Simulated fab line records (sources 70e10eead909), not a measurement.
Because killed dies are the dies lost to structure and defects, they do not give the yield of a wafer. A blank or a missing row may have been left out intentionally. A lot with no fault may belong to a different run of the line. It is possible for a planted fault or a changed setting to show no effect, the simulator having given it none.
Which tool was responsible?    flow nand_harc    42 wafers from 14 lots sampled at 5 of the route's 1302 steps

WHAT EACH GAUGE READ, for each wafer
NHARC_END_SORT_01.
lot   measured      on         killed_at_array  killed_at_other  killed_at_periphery  killed_dies  killed_open  killed_short
L849  day 31 06:23  prober-01  105 120 98       1 3 0            4 8 9                110 131 107  5 6 2        2 6 2
L850  day 32 07:26  prober-01  109 115 119      1 1 0            7 6 4                117 122 123  1 2 2        4 2 0

WHICH TOOL RAN EACH LOT (tool, then ch and the chambers of the sampled wafers, then the start)
lot   NHARC_A_STAIRCASE_ETCH_201          NHARC_THIN_TSV_CMP_01          NHARC_THIN_TSV_STRIP_62               NHARC_THIN_TSV_PVD_19
L834  rie_diel-10 ch 0,1, day 16 19:18    cmp-03 ch 0,1, day 24 18:16    plasma_asher-01 ch 0, day 24 22:11    pvd_sputter-01, no start
L832  rie_diel-13 ch 0,2, day 16 19:55    cmp-03 ch 1,2,3, day 24 11:29  plasma_asher-01 ch 0,1, day 24 15:40  pvd_sputter-02, no start
L831  rie_diel-10 ch 0,1,3, day 16 20:11  cmp-04 ch 0,1, day 24 12:41    plasma_asher-02 ch 0,1, day 24 16:31  pvd_sputter-01, no start
L833  rie_diel-04 ch 0,1,2, day 17 03:17  cmp-04 ch 0,2,3, day 25 03:43  plasma_asher-02 ch 0,1, day 25 07:38  pvd_sputter-02, no start
L836  rie_diel-04 ch 0,3, day 17 20:01    cmp-03 ch 0,1,3, day 25 04:56  plasma_asher-01 ch 0, day 25 08:48    pvd_sputter-02, no start
L835  rie_diel-13 ch 1,2,3, day 17 22:28  cmp-03 ch 1,2,3, day 25 02:29  plasma_asher-01 ch 0,1, day 25 06:25  pvd_sputter-02, no start
L837  rie_diel-04 ch 1,3, day 18 16:17    cmp-03 ch 0,2,3, day 26 09:46  plasma_asher-01 ch 0,1, day 26 13:31  pvd_sputter-01, no start
L838  rie_diel-13 ch 0,1, day 18 16:35    cmp-03 ch 0,1, day 26 08:31    plasma_asher-02 ch 0,1, day 26 12:34  pvd_sputter-02, no start
L840  rie_diel-04 ch 0,2, day 19 06:28    cmp-04 ch 1,2, day 26 21:22    plasma_asher-02 ch 0,1, day 27 01:12  pvd_sputter-03, no start
L839  rie_diel-13 ch 0,1, day 19 06:52    cmp-01 ch 1,3, day 26 22:36    plasma_asher-02 ch 0,1, day 27 02:22  pvd_sputter-03, no start
L849  rie_diel-10 ch 0,1,2, day 23 00:49  cmp-03 ch 0,2,3, day 30 15:14  plasma_asher-02 ch 0,1, day 30 19:09  pvd_sputter-01, day 31 06:23 or earlier
L850  rie_diel-10 ch 0,1,3, day 23 18:43  cmp-01 ch 0,1,2, day 31 15:12  plasma_asher-02 ch 0,1, day 31 19:05  pvd_sputter-02, day 32 07:26 or earlier
L851  rie_diel-13 ch 2,3, day 24 05:03    cmp-03 ch 0,2,3, day 32 01:15  plasma_asher-01 ch 0,1, day 32 05:07  pvd_sputter-01, no start
L853  rie_diel-13 ch 0,2,3, day 25 01:48  cmp-04 ch 0,2,3, day 32 19:41  plasma_asher-01 ch 0,1, day 32 23:44  pvd_sputter-02, no start
- NHARC_A_STAIRCASE_ETCH_201: etches the open film in C4F8/O2, target depth 100 nm, time 40.5 s.
- NHARC_THIN_TSV_CMP_01: polishes.
- NHARC_THIN_TSV_STRIP_62: strips in N2/H2, time 20 s.
- NHARC_THIN_TSV_PVD_19: deposits TaN, target thk 20 nm.

WHAT THE TOOLS THEMSELVES READ (means of the sampled wafers that have a number; where no wafer has one, the mark that the record gives instead)
NHARC_A_STAIRCASE_ETCH_201.
lot   tool         oes_product_au (a.u.)  rf_vpp_V (V)
L834  rie_diel-10  0.937                  896
L832  rie_diel-13  0.954                  890
L831  rie_diel-10  0.938                  894
L833  rie_diel-04  0.945                  900
L836  rie_diel-04  0.938                  896
L835  rie_diel-13  0.947                  892
L837  rie_diel-04  0.946                  895
L838  rie_diel-13  0.952                  892
L840  rie_diel-04  0.944                  902
L839  rie_diel-13  0.959                  891
L849  rie_diel-10  0.937                  898
L850  rie_diel-10  0.945                  893
L851  rie_diel-13  0.952                  890
L853  rie_diel-13  0.951                  891

NHARC_THIN_TSV_CMP_01.
lot   tool    motor_current_A (A)
L834  cmp-03  13.1
L832  cmp-03  13.0
L831  cmp-04  12.5
L833  cmp-04  12.1
L836  cmp-03  12.9
L835  cmp-03  13.1
L837  cmp-03  12.2
L838  cmp-03  13.5
L840  cmp-04  12.5
L839  cmp-01  13.4
L849  cmp-03  12.9
L850  cmp-01  12.5
L851  cmp-03  12.5
L853  cmp-04  12.4

NHARC_THIN_TSV_STRIP_62.
lot   tool             drypump_motor_current_A (A)  heater_power_w (W)
L834  plasma_asher-01  6.6                          371
L832  plasma_asher-01  6.1                          350
L831  plasma_asher-02  5.3                          331
L833  plasma_asher-02  5.6                          331
L836  plasma_asher-01  6.6                          366
L835  plasma_asher-01  5.6                          333
L837  plasma_asher-01  5.5                          334
L838  plasma_asher-02  5.3                          343
L840  plasma_asher-02  5.6                          334
L839  plasma_asher-02  5.3                          335
L849  plasma_asher-02  5.3                          341
L850  plasma_asher-02  5.6                          335
L851  plasma_asher-01  6.1                          343
L853  plasma_asher-01  6.1                          344

NHARC_THIN_TSV_PVD_19.
lot   tool            throttle_valve_pct (%)
L834  pvd_sputter-01  29.0
L832  pvd_sputter-02  29.8
L831  pvd_sputter-01  30.6
L833  pvd_sputter-02  29.8
L836  pvd_sputter-02  29.8
L835  pvd_sputter-02  29.9
L837  pvd_sputter-01  29.2
L838  pvd_sputter-02  29.7
L840  pvd_sputter-03  29.7
L839  pvd_sputter-03  29.5
L849  pvd_sputter-01  30.5
L850  pvd_sputter-02  30.1
L851  pvd_sputter-01  29.7
L853  pvd_sputter-02  30.2

THE ANSWER, worked out from the rows above alone
Rule: the lots themselves supply what counts as usual. The widest of any qualifying gaps counts: lots, ordered by their means at a reading, are off when they make up no more than a third of the lots, leave a main group of 4 or more, and stand apart from it by 3 or more times the standard deviation of that group's means. Not used: any main group whose means are identical at the precision the tables above print for the reading. A lot without any number at a reading at which 4 lots or more have one is off too. Where the step has rows for the other lots, those lots are counted as sound. The gauges are gone through in route order, then the tools' own readings, and for those a lot's mean is taken as printed above. The first step at which some lot is off is used, and at that step the reading that is off furthest; a lot without a number counts as furthest.
Nothing can be told from this: no lot is off at any reading shown.

WHAT THE SIMULATOR HAD INSERTED
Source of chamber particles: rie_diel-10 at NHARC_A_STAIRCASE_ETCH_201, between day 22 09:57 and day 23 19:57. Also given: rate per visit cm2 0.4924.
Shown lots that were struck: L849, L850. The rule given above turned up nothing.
